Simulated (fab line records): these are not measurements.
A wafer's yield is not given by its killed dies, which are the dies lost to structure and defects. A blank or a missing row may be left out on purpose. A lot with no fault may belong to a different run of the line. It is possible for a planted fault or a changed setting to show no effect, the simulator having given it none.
Problem report, 8D (eight disciplines) form, completed by code || flow nand_harc || the parts of the form that need people (team, actions taken, sign-off) are left out

## 1. WHAT IS WRONG
exposure_dose_mJ_cm2 at NHARC_A_M0_EXPOSE_06 reads a mean of 81.57 on 6 wafers of 2 lots; wafers without a fault read 83.27 with a standard deviation of 0.081. That is -21 standard deviations from the usual mean.
The step: exposes mask A M0, target cd 80 nm.
First observed at day 19 17:54: wafer L440.3, on arfi_scanner-01. At this step, 18 wafers from 6 lots have a number in the record. Rule for "out" (also "out of limits"): further than 4 standard deviations from the usual mean. All remaining wafers that have a number are taken as sound.

## 2. WHAT THIS IS AND IS NOT
{"question": "which readings at this step", "is": "exposure_dose_mJ_cm2", "is not": "-"}
{"question": "which lots", "is": "L439, L440", "is not": "L433, L436, L447, L449"}
{"question": "which wafers of those lots", "is": "all that have a number", "is not": "-"}
{"question": "read on which tools", "is": "arfi_scanner-01", "is not": "arfi_scanner-03"}
{"question": "when", "is": "from day 19 17:54", "is not": "up to then (6 sound wafers); but 6 sound wafers of L447, L449 came after"}

## 3. SUSPECTS, AND WHAT RULES EACH OUT
Counting: a tool stays on the suspect list if, at a process step up to the reading, it processed all lots that are out and no sound lot following the first of them.
- cvd_w-02 at NHARC_A_BLC_CVD_24 (deposits W, target thk 150 nm, time 434 s): ruled out as a lasting fault. The sound lots L449, L447 went through it after L440, its earliest lot that is out (day 19 16:45). NHARC_A_BLC_CVD_24: start missing for some lots; hours and lot order therefore follow NHARC_A_BLC_CMP_25.
- cmp-02 at NHARC_A_BLC_CMP_25 (polishes, t overpolish 30 s, target thk 150 nm): ruled out as a lasting fault. The sound lots L449 went through it after L440, its earliest lot that is out (day 19 16:45).
- arfi_scanner-01 at NHARC_A_M0_EXPOSE_06 (exposes mask A M0, target cd 80 nm): kept. It processed each lot that is out, first L440 at day 19 17:54, and no sound lot thereafter; up to then, the last sound lot it processed was L436 at day 17 20:35. Its own readings are out on those wafers: exposure_dose_mJ_cm2.
After counting, what remains is arfi_scanner-01 at NHARC_A_M0_EXPOSE_06.

## 4. THE CAUSE (what the simulator had put in)
Drift in process parameters on arfi_scanner-01 at NHARC_A_M0_EXPOSE_06, starting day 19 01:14. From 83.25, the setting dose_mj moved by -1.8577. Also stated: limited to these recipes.
The count eliminated every tool but this one.

## 5. SEQUENCE OF EFFECTS, ordered by route
Rows list readings where the struck wafers' mean (over those with a number) sits beyond 3 standard deviations from the usual. Only readings whose record carries a usual standard deviation are examined. hours: median over the lots of the time between each lot's start at the first step of this table that gives one and its start at this step. sigmas: the change, counted in usual standard deviations.
{"hours": 0, "step": "NHARC_A_M0_EXPOSE_06", "reading": "exposure_dose_mJ_cm2", "usual": 83.27, "on struck wafers": 81.57, "change": -1.70, "sigmas": -21}
The process steps in it:
- NHARC_A_M0_EXPOSE_06: exposes mask A M0, target cd 80 nm.
Later measuring or inspecting steps at which every struck wafer that the step has a row for has a number for every such reading, and none has moved that far: NHARC_A_M0_CD_MEAS_09, NHARC_A_M0_OVL_MEAS_10, NHARC_A_M0_INSPECT_11, NHARC_A_M0_CD_MEAS_16, NHARC_END_SORT_01.

## 6. WHAT WOULD HAVE CAUGHT IT SOONER
In this record no reading fell out of limits until day 19 17:54, 17 hours after the fault had begun at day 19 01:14.
